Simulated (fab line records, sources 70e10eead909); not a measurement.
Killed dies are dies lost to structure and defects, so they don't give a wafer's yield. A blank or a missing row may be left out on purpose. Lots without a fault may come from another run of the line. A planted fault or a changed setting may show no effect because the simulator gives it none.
Chamber matching | flow nand_harc | NHARC_P_BONDPAD_ETCH_37 on rie_diel-04: 4 sister chambers
The step etches the open film in N2/H2, target depth 60 nm, overetch 18 nm, time 65.91 s. 14 wafers are shown with their chamber, then 7 later ones without.

WAFERS WITH THEIR CHAMBER
wafer  | chamber | drypump_motor_current_A (A) | showerhead_plenum_p_Torr (Torr) | rf_vpp_V (V)
L222.2 | 0       | 5.7                         | 2.00                            | 431.1
L222.4 | 2       | 5.7                         | 2.11                            | 431.1
L222.5 | 2       | 5.7                         | 2.11                            | 430.9
L221.2 | 1       | 5.1                         | 1.95                            | 426.7
L221.3 | 2       | 5.7                         | 2.11                            | 433.2
L221.5 | 0       | 5.7                         | 2.00                            | 429.9
L224.3 | 3       | 6.3                         | 1.89                            | 426.4
L224.4 | 2       | 5.7                         | 2.10                            | 431.8
L224.5 | 1       | 5.1                         | 1.95                            | 428.6
L225.1 | 3       | 6.2                         | 1.89                            | 426.6
L225.4 | 2       | 5.7                         | 2.10                            | 431.3
L225.5 | 1       | 5.1                         | 1.95                            | 429.5
L233.2 | 2       | 5.7                         | 2.10                            | 432.7
L233.4 | 0       | 5.7                         | 1.99                            | 431.1

SIGNATURES (means of the wafers above)
reading                  | chamber 0 | chamber 1 | chamber 2 | chamber 3 | scatter within a chamber
drypump_motor_current_A  | 5.700     | 5.100     | 5.700     | 6.250     | 0.0224
showerhead_plenum_p_Torr | 1.9967    | 1.9500    | 2.1050    | 1.8900    | 0.00465
rf_vpp_V                 | 430.700   | 428.267   | 431.833   | 426.500   | 0.969
Rule: a wafer's distance from a chamber is the root of the sum, over the readings, of the square of ((its reading less the chamber's mean) divided by the reading's scatter). The wafer belongs to the nearest chamber; if the next one is less than 2 further off, it can't be placed. The scatter: the root of (the sum of the squares of (reading less its chamber's mean) over the shown wafers, divided by (wafers less chambers)).

WAFERS WITHOUT THEIR CHAMBER
wafer  | drypump_motor_current_A (A) | showerhead_plenum_p_Torr (Torr) | rf_vpp_V (V)
L233.5 | 5.7                         | 2.09                            | 432.2
L238.2 | 5.7                         | 1.99                            | 428.3
L238.4 | 6.3                         | 1.88                            | 426.7
L238.5 | 5.1                         | 1.94                            | 427.5
L239.3 | 6.2                         | 1.88                            | 427.2
L239.4 | 5.7                         | 1.99                            | 429.1
L239.5 | 5.1                         | 1.94                            | 427.6

WHICH CHAMBER EACH WENT THROUGH
wafer  | from the rows above | in truth
L233.5 | 2                   | 2
L238.2 | 0                   | 0
L238.4 | 3                   | 3
L238.5 | 1                   | 1
L239.3 | 3                   | 3
L239.4 | 0                   | 0
L239.5 | 1                   | 1
Placed correctly: 7 of 7. Can't be placed from these rows: 0. Placed wrongly: 0.
